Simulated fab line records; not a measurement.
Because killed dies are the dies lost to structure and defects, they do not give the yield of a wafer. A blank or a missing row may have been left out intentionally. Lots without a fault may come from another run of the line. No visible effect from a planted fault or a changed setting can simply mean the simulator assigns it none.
fab line records	flow n5_finfet
record: lots: 7	wafers: 39
route steps=1938 shown BEOL_M6@1239 BEOL_M9@1419 BEOL_M15@1809
start_h: hours from the record's first day to the start of the lot's first wafer shown	wait_h: hours from the lot's prior step to this one	" same as the row above	L1.1+2: one row covering several wafers at once	- no value, or no start given	* or withheld: withheld	< > ~ a bound
route shown NAME@n: names a module that has steps shown in the file, with the first one's number in the route	usual: mean/standard deviation of fault-free wafers	same: alike in all rows	chamber/n: place in a boat	sites: each site's reading	_std_site: their standard deviation	_edge_site: the outer-site mean with the inner-site mean subtracted	radius_mm: for every site, how far away it sits from the centre of the wafer	mask NAME#n: copy n	behind: the most recent tool/chamber to have shaped the wafer	hold: why the lot went on hold/how many hours it stayed there/how the hold came to an end	device: names the non-switching transistor (n, p or np)	end of line: at the end of the route, the tests of the same wafers	for a step that has no rows: nothing shown but its recipe	killed: count of dies lost to structure and defects at first sort (not the wafer's yield)	map: dies across one wafer; x = killed, . = not, _ = none there
set.NAME: the setting that was run; set.NAME@STEP: the one run at that earlier step	model.NAME: the simulator's own value behind a step, which no gauge read
lots with deliberately changed settings; one table per step, one row per wafer
== steps ==
step: N5_BEOL_M6_TRENCH_ETCH_37
recipe: chemistry: C4F6/O2	target_depth_a: 944.35	target: SiCOH_lowk	time_s: 31.5	ion_energy_ev: 250	pressure_mtorr: 30	source_w: 345	bias_w: 185	Ar_flow_sccm: 300	C4F6_flow_sccm: 10	O2_flow_sccm: 10
lot.wafer	tool	chamber	start_h	wait_h	set.time_s	model.etch.depth_nm	model.BEOL_M6.feature_depth_nm	model.TiN_of_BEOL_M6_HM_DEP_02.thk_nm
L075.1	rie_diel-05	3	-	-	31.5	93.24	93.2	17.2
L075.2	"	2	"	"	31.5	96.17	96.2	17
L075.3	"	1	"	"	16.85	52.36	52.4	18.6
L075.4	"	0	"	"	16.85	49.98	50	19
L075.5	"	2	"	"	31.5	95.98	96	17.2
L075.6	"	3	"	"	16.85	50.1	50	19
L079.1	rie_diel-06	1	-	-	31.5	99.66	99.6	17
L079.2	"	2	"	"	31.5	95.22	95.2	17.4
L079.3	"	3	"	"	31.5	96.23	96.2	17.6
L079.4	"	0	"	"	31.5	91.74	91.8	17.4
L079.5	"	3	"	"	31.5	94.51	94.6	17.4
L079.6	"	0	"	"	31.5	92.87	92.8	17.4
L082.1	rie_diel-05	0	-	-	48.14	140.5	140.6	16.2
L082.2	"	2	"	"	31.5	94.91	95	17.8
L082.3	"	1	"	"	31.5	95.82	95.8	17.6
L082.4	"	0	"	"	48.14	141.2	141.2	16
L082.5	"	1	"	"	48.14	146.1	146.2	16.2
L082.6	"	2	"	"	31.5	94.55	94.6	18
L087.1	rie_diel-05	0	-	-	39.36	114.6	114.6	16.4
L087.2	"	1	"	"	39.36	121.9	122	16.6
L087.3	"	2	"	"	31.5	95.49	95.4	17.4
L087.4	"	1	"	"	31.5	97.47	97.4	17.4
L087.5	"	0	"	"	31.5	91.9	92	17.6
L087.6	"	2	"	"	39.36	119.2	119.2	16.6
L095.1	rie_diel-06	3	-	-	17.95	53.93	54	18.8
L095.2	"	0	"	"	17.95	54.05	54	18.4
L095.3	"	1	"	"	31.5	97.56	97.6	17.2
L095.4	"	2	"	"	17.95	53.33	53.4	18.6
L095.5	"	1	"	"	31.5	97.21	97.2	17.2
L095.6	"	0	"	"	31.5	95.42	95.4	17.6
L094.1	rie_diel-04	0	-	-	31.5	96	96	17.4
L094.3	"	3	"	"	31.5	96.09	96	17.6
L094.6	"	2	"	"	31.5	94.76	94.8	17.6
L096.1	rie_diel-04	1	-	-	17.24	52.39	52.4	19.2
L096.2	"	2	"	"	31.5	95.36	95.4	17.8
L096.3	"	3	"	"	31.5	95.8	95.8	17.6
L096.4	"	3	"	"	17.24	52.63	52.6	19.4
L096.5	"	2	"	"	31.5	95.23	95.2	18.2
L096.6	"	1	"	"	17.24	52.54	52.6	19.2
step: N5_BEOL_M6_ETCH_41
recipe: chemistry: CH3F/O2	target: SiCN	target_depth_a: 297	taper_deg: 2	time_s: 52	ion_energy_ev: 120	mask_material: TiN	pressure_mtorr: 30	source_w: 395	bias_w: 75	Ar_flow_sccm: 150	CH3F_flow_sccm: 30	O2_flow_sccm: 20
step: N5_BEOL_M6_STRIP_80
recipe: chemistry: N2/H2	time_s: 10	power_w: 450	temp_c: 40	pressure_mtorr: 20	rf_frequency_hz: 6e+07	bias_power_w: 7	n2_flow_sccm: 200	h2_flow_sccm: 200
step: N5_BEOL_M6_OCD_MEAS_38
usual: trench_depth_nm: 95.2/1.8
lot.wafer	tool	chamber	start_h	wait_h	set.time_s@BEOL_M6_TRENCH_ETCH_37	trench_depth_nm
L075.1	ocd-01	-	196.01	-	31.5	93.1
L075.2	"	-	"	"	31.5	96.3
L075.3	"	-	"	"	16.85	52.0
L075.4	"	-	"	"	16.85	50.0
L075.5	"	-	"	"	31.5	96.1
L075.6	"	-	"	"	16.85	49.6
L079.1	ocd-01	-	216.70	-	31.5	99.8
L079.2	"	-	"	"	31.5	95.7
L079.3	"	-	"	"	31.5	96.2
L079.4	"	-	"	"	31.5	91.4
L079.5	"	-	"	"	31.5	94.6
L079.6	"	-	"	"	31.5	92.9
L082.1	ocd-01	-	249.46	-	48.14	140.2
L082.2	"	-	"	"	31.5	95.0
L082.3	"	-	"	"	31.5	96.4
L082.4	"	-	"	"	48.14	141.7
L082.5	"	-	"	"	48.14	145.9
L082.6	"	-	"	"	31.5	94.8
L087.1	ocd-01	-	294.34	-	39.36	114.6
L087.2	"	-	"	"	39.36	122.0
L087.3	"	-	"	"	31.5	95.7
L087.4	"	-	"	"	31.5	97.7
L087.5	"	-	"	"	31.5	92.1
L087.6	"	-	"	"	39.36	119.8
L095.1	ocd-02	-	330.92	-	17.95	53.8
L095.2	"	-	"	"	17.95	54.7
L095.3	"	-	"	"	31.5	97.3
L095.4	"	-	"	"	17.95	53.3
L095.5	"	-	"	"	31.5	97.3
L095.6	"	-	"	"	31.5	95.4
L094.1	ocd-01	-	335.15	-	31.5	95.7
L094.3	"	-	"	"	31.5	96.1
L094.6	"	-	"	"	31.5	94.8
L096.1	ocd-01	-	343.10	-	17.24	52.5
L096.2	"	-	"	"	31.5	95.3
L096.3	"	-	"	"	31.5	95.6
L096.4	"	-	"	"	17.24	52.6
L096.5	"	-	"	"	31.5	95.3
L096.6	"	-	"	"	17.24	52.7
step: N5_BEOL_M6_HM_STRIP_39
recipe: chemistry: peroxide_tin_strip	material: TiN	target_depth_a: 250	temp_c: 50	time_s: 158
step: N5_BEOL_M6_SRD_40
recipe: time_s: 30	temp_c: 23	rinse_liquid: diw	dry: ipa_marangoni
step: N5_BEOL_M6_ECD_50
recipe: material: Cu	target_thk_a: 3000
step: N5_BEOL_M6_ANNEAL_51
recipe: temp_c: 225	time_s: 90	ambient: N2
step: N5_BEOL_M6_CMP_52
recipe: stop_on: SiCOH_lowk	t_overpolish_s: 6.9	down_force_psi: 1	platen_rpm: 50	clearing_platen_down_force_psi: 1.5	clearing_platen_rpm: 50	post_cmp_clean: cu_alkaline	target_thk_nm: 80	clearing_platen_pad_velocity_m_s: 0.99484	pad_velocity_m_s: 0.99484
lot.wafer	tool	chamber	start_h	wait_h	set.time_s@BEOL_M6_TRENCH_ETCH_37	model.Cu_of_BEOL_M6_ECD_50.thk_nm
L075.3	cmp-01	1	198.25	0.2	16.85	36.2
L075.4+6	"	2	"	"	16.85	37.6
L075.2+5	"	3,1	"	"	31.5	79.8
L075.1	"	0	"	"	31.5	77
L079.4	cmp-03	1	219.47	0.1	31.5	78.6
L079.1	"	2	"	"	31.5	83.8
L079.2	"	3	"	"	31.5	80
L079.3	"	0	"	"	31.5	83
L079.5	"	1	"	"	31.5	80.8
L079.6	"	2	"	"	31.5	77
L082.1	cmp-01	0	251.48	0.3	48.14	126
L082.3	"	1	"	"	31.5	81.6
L082.4	"	2	"	"	48.14	129.6
L082.2	"	3	"	"	31.5	81.2
L082.5	"	0	"	"	48.14	130.8
L082.6	"	1	"	"	31.5	81
L087.1	cmp-01	0	296.46	0.3	39.36	100.2
L087.2	"	1	"	"	39.36	106.8
L087.3	"	2	"	"	31.5	83.6
L087.4	"	3	"	"	31.5	84.8
L087.5	"	0	"	"	31.5	76.6
L087.6	"	1	"	"	39.36	103.8
L095.3+5	cmp-04	3,0	332.88	0.2	31.5	84.2
L095.4	"	0	"	"	17.95	40.8
L095.2+1	"	1,2	"	"	17.95	38.4
L095.6	"	3	"	"	31.5	82
L094.3	cmp-04	2	337.73	0.2	31.5	80
L094.1	"	1	"	"	31.5	81
L094.6	"	2	"	"	31.5	79.4
L096.3	cmp-04	3	345.04	0.2	31.5	81.4
L096.4	"	0	"	"	17.24	40.6
L096.2	"	1	"	"	31.5	79.8
L096.1	"	2	"	"	17.24	37.6
L096.5	"	3	"	"	31.5	80.2
L096.6	"	0	"	"	17.24	39.6
step: N5_BEOL_M6_THK_MEAS_53
recipe: thk_meas_gauge: xrf	reads: Cu_of_BEOL_M6_ECD_50
usual: M6_THK: 80.8/2.3
lot.wafer	tool	chamber	start_h	wait_h	set.time_s@BEOL_M6_TRENCH_ETCH_37	M6_THK[nm]
L075.1	film_metro-02	-	198.55	-	31.5	77.3
L075.2	"	-	"	"	31.5	80.3
L075.3	"	-	"	"	16.85	36.3
L075.4	"	-	"	"	16.85	37.5
L075.5	"	-	"	"	31.5	79.5
L075.6	"	-	"	"	16.85	37.7
L079.1	film_metro-01	-	219.76	-	31.5	83.3
L079.2	"	-	"	"	31.5	80.0
L079.3	"	-	"	"	31.5	82.8
L079.4	"	-	"	"	31.5	79.0
L079.5	"	-	"	"	31.5	80.7
L079.6	"	-	"	"	31.5	77.0
L082.1	film_metro-01	-	251.77	-	48.14	124.6
L082.2	"	-	"	"	31.5	80.4
L082.3	"	-	"	"	31.5	80.8
L082.4	"	-	"	"	48.14	128.7
L082.5	"	-	"	"	48.14	129.9
L082.6	"	-	"	"	31.5	80.1
L087.1	film_metro-02	-	296.75	-	39.36	100.3
L087.2	"	-	"	"	39.36	107.1
L087.3	"	-	"	"	31.5	83.8
L087.4	"	-	"	"	31.5	85.0
L087.5	"	-	"	"	31.5	76.9
L087.6	"	-	"	"	39.36	103.7
L095.1	film_metro-01	-	333.17	-	17.95	38.2
L095.2	"	-	"	"	17.95	38.1
L095.3	"	-	"	"	31.5	83.2
L095.4	"	-	"	"	17.95	40.5
L095.5	"	-	"	"	31.5	83.9
L095.6	"	-	"	"	31.5	81.3
L094.1	film_metro-02	-	338.02	-	31.5	80.6
L094.3	"	-	"	"	31.5	79.7
L094.6	"	-	"	"	31.5	79.0
L096.1	film_metro-02	-	345.33	-	17.24	37.2
L096.2	"	-	"	"	31.5	78.8
L096.3	"	-	"	"	31.5	80.8
L096.4	"	-	"	"	17.24	40.0
L096.5	"	-	"	"	31.5	79.3
L096.6	"	-	"	"	17.24	39.1
step: N5_BEOL_M6_PRE_CLEAN_55
recipe: gas: NH3	time_s: 15	temp_c: withheld	rf_power_w: 300
step: N5_BEOL_M6_DEP_56
recipe: material: SiCN	target_thk_a: 100	temp_c: withheld	precursor: 3MS/NH3	pressure_torr: 3	rf_w: 202	time_s: 17.5
step: N5_BEOL_M6_RS_MEAS_57
recipe: thk_meas_gauge: four-point-probe	reads: Cu_of_BEOL_M6_ECD_50+Co_of_BEOL_M6_CVD_78+TaN_of_BEOL_M6_ALD_77
usual: M6_RS: 0.282/0.0094
lot.wafer	tool	chamber	start_h	wait_h	set.time_s@BEOL_M6_TRENCH_ETCH_37	M6_RS[ohm/sq]
L075.1	film_metro-01	-	198.68	0.1	31.5	0.300
L075.2	"	-	"	"	31.5	0.287
L075.3	"	-	"	"	16.85	0.768
L075.4	"	-	"	"	16.85	0.733
L075.5	"	-	"	"	31.5	0.288
L075.6	"	-	"	"	16.85	0.731
L079.1	film_metro-01	-	219.89	0.1	31.5	0.272
L079.2	"	-	"	"	31.5	0.287
L079.3	"	-	"	"	31.5	0.275
L079.4	"	-	"	"	31.5	0.294
L079.5	"	-	"	"	31.5	0.283
L079.6	"	-	"	"	31.5	0.300
L082.1	film_metro-01	-	251.91	0.1	48.14	0.170
L082.2	"	-	"	"	31.5	0.282
L082.3	"	-	"	"	31.5	0.280
L082.4	"	-	"	"	48.14	0.166
L082.5	"	-	"	"	48.14	0.163
L082.6	"	-	"	"	31.5	0.283
L087.1	film_metro-01	-	296.89	0.1	39.36	0.221
L087.2	"	-	"	"	39.36	0.205
L087.3	"	-	"	"	31.5	0.273
L087.4	"	-	"	"	31.5	0.268
L087.5	"	-	"	"	31.5	0.302
L087.6	"	-	"	"	39.36	0.212
L095.1	film_metro-01	-	333.30	0.1	17.95	0.709
L095.2	"	-	"	"	17.95	0.712
L095.3	"	-	"	"	31.5	0.270
L095.4	"	-	"	"	17.95	0.659
L095.5	"	-	"	"	31.5	0.270
L095.6	"	-	"	"	31.5	0.278
L094.1	film_metro-02	-	338.19	0.1	31.5	0.282
L094.3	"	-	"	"	31.5	0.286
L094.6	"	-	"	"	31.5	0.289
L096.1	film_metro-02	-	345.46	0.1	17.24	0.730
L096.2	"	-	"	"	31.5	0.287
L096.3	"	-	"	"	31.5	0.280
L096.4	"	-	"	"	17.24	0.659
L096.5	"	-	"	"	31.5	0.285
L096.6	"	-	"	"	17.24	0.681
step: N5_BEOL_M9_ETCH_62
recipe: chemistry: N2/H2	target: SOC	target_depth_a: 1100	overetch_a: 220	mask_material: SiARC	temp_c: 40	time_s: 165	ion_energy_ev: 200	pressure_mtorr: 30	source_w: 840	bias_w: 150	n2_flow_sccm: 200	h2_flow_sccm: 200
lot.wafer	tool	chamber	start_h	wait_h	set.time_s	model.SiARC_of_BEOL_M9_COAT_60.thk_nm
L075.1+4+5+6	rie_diel-01	0,1,0,1	220.31	0.0	165	23.6
L075.2	"	2	"	"	165	23.2
L075.3	"	3	"	"	165	23.8
L079.1+2	rie_diel-03	0,1	246.45	0.0	165	23.6
L079.3	"	2	"	"	200.3	21.6
L079.4+5	"	1,0	"	"	200.3	22.2
L079.6	"	2	"	"	165	23.2
L082.1+2+5	rie_diel-01	1,0,1	272.41	0.0	165	23.8
L082.3	"	3	"	"	165	24.2
L082.4+6	"	2	"	"	165	23.4
L087.1+5	rie_diel-02	0	317.13	0.0	165	23.6
L087.2	"	1	"	"	220.5	21.6
L087.3	"	2	"	"	220.5	20
L087.4	"	3	"	"	165	23.2
L087.6	"	3	"	"	220.5	21
L095.1	rie_diel-02	1	354.17	0.0	165	23.8
L095.2+6	"	0	"	"	165	23.6
L095.3	"	2	"	"	165	22.6
L095.4+5	"	3	"	"	165	23.4
L094.1+3	rie_diel-03	0,1	354.69	0.0	165	23.8
L094.6	"	0	"	"	165	24
L096.1	rie_diel-01	1	363.50	0.0	165	23.6
L096.2	"	3	"	"	165	23.8
L096.3+5	"	0,1	"	"	77.91	26.8
L096.4	"	2	"	"	165	23.2
L096.6	"	2	"	"	77.91	26.6
step: N5_BEOL_M15_TRENCH_ETCH_34
recipe: chemistry: C4F8/O2/Ar	target: SiO2	target_depth_a: 8729.3	he_inner_torr: 15	he_outer_torr: 30	time_s: 199	ion_energy_ev: 800	pressure_mtorr: 20	source_w: 1905	bias_w: 2040	Ar_flow_sccm: 400	C4F8_flow_sccm: 16	O2_flow_sccm: 12
lot.wafer	tool	chamber	start_h	wait_h	set.time_s	model.etch.depth_nm	model.coat_of_BEOL_M15_COAT_22.thk_nm
L075.1	rie_diel-02	2	272.99	0.0	199	938.3	525.8
L075.2	"	3	"	"	199	856	550.8
L075.3	"	1	"	"	199	849.5	545.6
L075.4	"	0	"	"	199	880	544.4
L075.5	"	3	"	"	199	853.1	553.4
L075.6	"	2	"	"	199	942	526.6
L079.1	rie_diel-03	0	293.81	0.0	199	839.9	549.2
L079.2	"	3	"	"	281.4	1205	472.2
L079.3	"	1	"	"	281.4	1214	476.4
L079.4	"	3	"	"	199	851.6	544.8
L079.5	"	0	"	"	281.4	1200	476.8
L079.6	"	1	"	"	199	854.8	546.4
L082.1	rie_diel-03	0	315.36	0.0	199	858.7	548.2
L082.2	"	3	"	"	199	857.3	548.8
L082.3	"	1	"	"	199	869.6	550.4
L082.4	"	1	"	"	199	863	552.6
L082.5	"	0	"	"	199	851.5	551.8
L082.6	"	3	"	"	199	858.5	544.6
L087.1	rie_diel-01	3	360.12	0.0	308.3	1302	464.6
L087.2	"	1	"	"	199	862.8	541.2
L087.3	"	2	"	"	308.3	1368	442
L087.4	"	0	"	"	308.3	1353	454.6
L087.5	"	0	"	"	199	868.9	546
L087.6	"	1	"	"	199	859.9	544
L095.1	rie_diel-02	1	401.23	0.0	199	847.4	546.6
L095.2	"	3	"	"	199	852.9	553
L095.3	"	0	"	"	199	874.3	544
L095.4	"	2	"	"	199	936.8	526.8
L095.5	"	2	"	"	199	937.9	525.4
L095.6	"	1	"	"	199	845.6	547.8
L094.1	rie_diel-03	0	401.37	0.0	199	851.8	546.6
L094.3	"	3	"	"	199	882	537.8
L094.6	"	2	"	"	199	872	542.8
L096.1	rie_diel-01	3	411.76	0.0	199	861	554.8
L096.2	"	2	"	"	199	854	550.6
L096.3	"	1	"	"	199	842.1	552.6
L096.4	"	0	"	"	199	865.4	552.2
L096.5	"	0	"	"	199	870.1	552.8
L096.6	"	1	"	"	199	842.4	553.4
step: N5_BEOL_M15_STRIP_36
recipe: chemistry: O2	power_w: 600	temp_c: 60	pressure_mtorr: 30	rf_frequency_hz: 6e+07	bias_power_w: 0	overash_fraction: 0.3	o2_flow_sccm: 225
step: N5_BEOL_M15_ECD_47
recipe: material: Cu	target_thk_a: 18600
step: N5_BEOL_M15_ANNEAL_48
recipe: temp_c: 225	time_s: 90	ambient: N2
step: N5_BEOL_M15_CMP_49
recipe: stop_on: SiO2	t_overpolish_s: 4.9	down_force_psi: 2	platen_rpm: 80	clearing_platen_down_force_psi: 2	clearing_platen_rpm: 80	post_cmp_clean: cu_alkaline	target_thk_nm: 850	clearing_platen_pad_velocity_m_s: 1.5917	pad_velocity_m_s: 1.5917
lot.wafer	tool	chamber	start_h	wait_h	set.time_s@BEOL_M15_TRENCH_ETCH_34	model.Cu_of_BEOL_M15_ECD_47.thk_nm
L075.2	cmp-03	1	275.06	0.2	199	836.2
L075.3	"	2	"	"	199	826
L075.4	"	3	"	"	199	857.6
L075.1	"	0	"	"	199	917.6
L075.6	"	1	"	"	199	920.4
L075.5	"	2	"	"	199	830.8
L079.3	cmp-02	3	299.89	0.2	281.4	1191
L079.4	"	0	"	"	199	827.6
L079.1	"	1	"	"	199	816
L079.2	"	2	"	"	281.4	1181
L079.6	"	3	"	"	199	831
L079.5	"	0	"	"	281.4	1177
L082.2	cmp-04	2	319.31	0.4	199	832.6
L082.1	"	3	"	"	199	834.6
L082.4	"	0	"	"	199	840.4
L082.3	"	1	"	"	199	845.6
L082.6	"	2	"	"	199	833
L082.5	"	3	"	"	199	827.6
L087.2	cmp-02	0	363.47	0.4	199	840.6
L087.4	"	1	"	"	308.3	1329
L087.1	"	2	"	"	308.3	1279
L087.3	"	3	"	"	308.3	1344
L087.5	"	0	"	"	199	847.4
L087.6	"	1	"	"	199	836.4
L095.2	cmp-02	3	404.24	0.2	199	829.8
L095.4	"	0	"	"	199	915.4
L095.3	"	1	"	"	199	850.8
L095.1	"	2	"	"	199	824.4
L095.5	"	3	"	"	199	915.2
L095.6	"	0	"	"	199	823
L094.1	cmp-02	3	409.29	0.4	199	829.8
L094.3	"	0	"	"	199	860.8
L094.6	"	2	"	"	199	850.4
L096.2	cmp-02	1	414.16	0.2	199	830.2
L096.3+6	"	2	"	"	199	819.2
L096.4	"	3	"	"	199	844.6
L096.1	"	0	"	"	199	838.6
L096.5	"	1	"	"	199	847.6
step: N5_BEOL_M15_THK_MEAS_50
recipe: thk_meas_gauge: xrf	reads: Cu_of_BEOL_M15_ECD_47
usual: M15_THK: 841/26
lot.wafer	tool	chamber	start_h	wait_h	set.time_s@BEOL_M15_TRENCH_ETCH_34	M15_THK[nm]
L075.1	film_metro-01	-	275.35	-	199	909
L075.2	"	-	"	"	199	830
L075.3	"	-	"	"	199	816
L075.4	"	-	"	"	199	850
L075.5	"	-	"	"	199	821
L075.6	"	-	"	"	199	910
L079.1	film_metro-01	-	300.18	-	199	818
L079.2	"	-	"	"	281.4	1177
L079.3	"	-	"	"	281.4	1193
L079.4	"	-	"	"	199	830
L079.5	"	-	"	"	281.4	1177
L079.6	"	-	"	"	199	833
L082.1	film_metro-01	-	319.61	-	199	839
L082.2	"	-	"	"	199	835
L082.3	"	-	"	"	199	847
L082.4	"	-	"	"	199	842
L082.5	"	-	"	"	199	831
L082.6	"	-	"	"	199	833
L087.1	film_metro-01	-	363.77	-	308.3	1279
L087.2	"	-	"	"	199	841
L087.3	"	-	"	"	308.3	1347
L087.4	"	-	"	"	308.3	1337
L087.5	"	-	"	"	199	845
L087.6	"	-	"	"	199	838
L095.1	film_metro-01	-	404.53	-	199	823
L095.2	"	-	"	"	199	833
L095.3	"	-	"	"	199	855
L095.4	"	-	"	"	199	919
L095.5	"	-	"	"	199	918
L095.6	"	-	"	"	199	830
L094.1	film_metro-01	-	409.54	-	199	822
L094.3	"	-	"	"	199	857
L094.6	"	-	"	"	199	846
L096.1	film_metro-02	-	414.45	-	199	837
L096.2	"	-	"	"	199	824
L096.3	"	-	"	"	199	-
L096.4	"	-	"	"	199	841
L096.5	"	-	"	"	199	-
L096.6	"	-	"	"	199	-
step: N5_BEOL_M15_PRE_CLEAN_52
recipe: gas: NH3	time_s: 15	temp_c: withheld	rf_power_w: 300
step: N5_BEOL_M15_DEP_53
recipe: material: SiCN	target_thk_a: 500	temp_c: withheld	precursor: 3MS/NH3	pressure_torr: 3	rf_w: 675	time_s: 17.8
step: N5_BEOL_M15_RS_MEAS_54
recipe: thk_meas_gauge: four-point-probe	reads: Cu_of_BEOL_M15_ECD_47+Ta_of_BEOL_M15_SPUTTER_44+TaN_of_BEOL_M15_SPUTTER_43
usual: M15_RS: 0.0217/0.00063
lot.wafer	tool	chamber	start_h	wait_h	set.time_s@BEOL_M15_TRENCH_ETCH_34	M15_RS[ohm/sq]
L075.1	film_metro-02	-	275.48	0.0	199	0.0199
L075.2	"	-	"	"	199	0.0219
L075.3	"	-	"	"	199	0.0222
L075.4	"	-	"	"	199	0.0214
L075.5	"	-	"	"	199	0.0221
L075.6	"	-	"	"	199	0.0199
L079.1	film_metro-02	-	300.31	0.0	199	0.0225
L079.2	"	-	"	"	281.4	0.0154
L079.3	"	-	"	"	281.4	0.0153
L079.4	"	-	"	"	199	0.0222
L079.5	"	-	"	"	281.4	0.0155
L079.6	"	-	"	"	199	0.0220
L082.1	film_metro-01	-	319.76	0.1	199	0.0220
L082.2	"	-	"	"	199	0.0221
L082.3	"	-	"	"	199	0.0217
L082.4	"	-	"	"	199	0.0218
L082.5	"	-	"	"	199	0.0222
L082.6	"	-	"	"	199	0.0220
L087.1	film_metro-01	-	363.90	0.0	308.3	0.0143
L087.2	"	-	"	"	199	0.0219
L087.3	"	-	"	"	308.3	0.0136
L087.4	"	-	"	"	308.3	0.0137
L087.5	"	-	"	"	199	0.0217
L087.6	"	-	"	"	199	0.0220
L095.1	film_metro-01	-	404.66	0.0	199	0.0223
L095.2	"	-	"	"	199	0.0222
L095.3	"	-	"	"	199	0.0216
L095.4	"	-	"	"	199	0.0200
L095.5	"	-	"	"	199	0.0200
L095.6	"	-	"	"	199	0.0223
L094.1	film_metro-01	-	409.67	0.0	199	0.0221
L094.3	"	-	"	"	199	0.0214
L094.6	"	-	"	"	199	0.0216
L096.1	film_metro-01	-	414.58	0.0	199	0.0219
L096.2	"	-	"	"	199	0.0221
L096.3	"	-	"	"	199	-
L096.4	"	-	"	"	199	0.0217
L096.5	"	-	"	"	199	-
L096.6	"	-	"	"	199	-
== key ==
split: step: N5_BEOL_M6_TRENCH_ETCH_37	setting: time_s	stated: 31.5	by: wafer
response: step: N5_BEOL_M6_TRENCH_ETCH_37	reading: model.etch.depth_nm	change: +0.945	per: 1%	r: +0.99
response: step: N5_BEOL_M6_TRENCH_ETCH_37	reading: model.BEOL_M6.feature_depth_nm	change: +0.945	per: 1%	r: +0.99
response: step: N5_BEOL_M6_TRENCH_ETCH_37	reading: model.TiN_of_BEOL_M6_HM_DEP_02.thk_nm	change: -0.0327	per: 1%	r: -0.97
response: step: N5_BEOL_M6_OCD_MEAS_38	reading: trench_depth_nm	change: +0.943	per: 1%	r: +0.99
response: step: N5_BEOL_M6_CMP_52	reading: model.Cu_of_BEOL_M6_ECD_50.thk_nm	change: +0.925	per: 1%	r: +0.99
response: step: N5_BEOL_M6_THK_MEAS_53	reading: M6_THK	change: +0.921	per: 1%	r: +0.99
response: step: N5_BEOL_M6_RS_MEAS_57	reading: M6_RS	shape: bent	at_lowest: 0.744	at_stated: 0.283	at_highest: 0.166
split: step: N5_BEOL_M9_ETCH_62	setting: time_s	stated: 165	by: wafer
response: step: N5_BEOL_M9_ETCH_62	reading: model.SiARC_of_BEOL_M9_COAT_60.thk_nm	change: -0.0658	per: 1%	r: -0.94
split: step: N5_BEOL_M15_TRENCH_ETCH_34	setting: time_s	stated: 199	by: wafer
response: step: N5_BEOL_M15_TRENCH_ETCH_34	reading: model.etch.depth_nm	change: +8.66	per: 1%	r: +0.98
response: step: N5_BEOL_M15_TRENCH_ETCH_34	reading: model.coat_of_BEOL_M15_COAT_22.thk_nm	change: -1.67	per: 1%	r: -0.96
response: step: N5_BEOL_M15_CMP_49	reading: model.Cu_of_BEOL_M15_ECD_47.thk_nm	change: +8.66	per: 1%	r: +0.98
response: step: N5_BEOL_M15_THK_MEAS_50	reading: M15_THK	change: +8.68	per: 1%	r: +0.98
response: step: N5_BEOL_M15_RS_MEAS_54	reading: M15_RS	change: -0.000152	per: 1%	r: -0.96
